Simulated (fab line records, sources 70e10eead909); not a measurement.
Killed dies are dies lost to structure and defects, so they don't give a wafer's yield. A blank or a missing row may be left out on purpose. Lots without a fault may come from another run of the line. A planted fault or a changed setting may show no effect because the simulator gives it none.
Which tool did it? | flow nand_harc | 12 lots, 36 wafers sampled, at 1 step of a route of 1302

WHAT THE GAUGES READ, wafer by wafer
NHARC_A_CONTACT_CD_MEAS_42: target cd 300 nm.
lot  | measured     | on        | cd_nm (nm)
L748 | day 22 00:53 | cd_sem-01 | 299.3 298.6 300.1
L750 | day 22 02:43 | cd_sem-01 | 299.7 299.4 299.2
L753 | day 23 13:25 | cd_sem-01 | 301.0 299.9 300.5
L756 | day 24 22:40 | cd_sem-02 | 299.2 299.5 300.9
L758 | day 25 12:49 | cd_sem-02 | 300.6 301.4 299.9
L764 | day 27 12:44 | cd_sem-03 | 300.1 301.5 301.0
L766 | day 28 08:59 | cd_sem-02 | 300.4 299.9 299.4
L765 | day 28 11:26 | cd_sem-01 | 300.8 301.3 301.5
L768 | day 29 12:11 | cd_sem-02 | 299.8 301.3 300.8
L767 | day 29 12:37 | cd_sem-02 | 299.5 298.7 300.5
L770 | day 31 08:03 | cd_sem-02 | 301.4 299.2 301.5
L771 | day 31 20:16 | cd_sem-03 | 300.1 301.0 301.7

WHICH TOOL RAN EACH LOT (tool, then ch and the chambers of the sampled wafers, then the start)
The record holds no process step before these readings.

WHAT THE TOOLS THEMSELVES READ (means of the sampled wafers that have a number; where no wafer has one, the mark that the record gives instead)
The record holds no such reading with a usual standard deviation.

THE ANSWER, worked out from the rows above alone
Rule: what is usual is taken from the lots themselves. Put in order of their means at a reading, lots are off if they are a third of the lots or fewer, leave a main group of 4 or more, and stand apart from it by a gap of 3 or more times the standard deviation of the main group's means; of several such gaps the widest counts. A main group whose means are all the same, to the digits that the tables above print for the reading, isn't used. A lot without any number at a reading at which 4 lots or more have one is off too. The other lots that the step has rows for count as sound. The gauges are gone through in route order, then the tools' own readings, and for those a lot's mean is taken as printed above. The first step at which some lot is off is used, and at that step the reading that is off furthest; a lot without a number counts as furthest.
No lot is off at any reading shown: from this, nothing can be told.

WHAT THE SIMULATOR HAD PUT IN
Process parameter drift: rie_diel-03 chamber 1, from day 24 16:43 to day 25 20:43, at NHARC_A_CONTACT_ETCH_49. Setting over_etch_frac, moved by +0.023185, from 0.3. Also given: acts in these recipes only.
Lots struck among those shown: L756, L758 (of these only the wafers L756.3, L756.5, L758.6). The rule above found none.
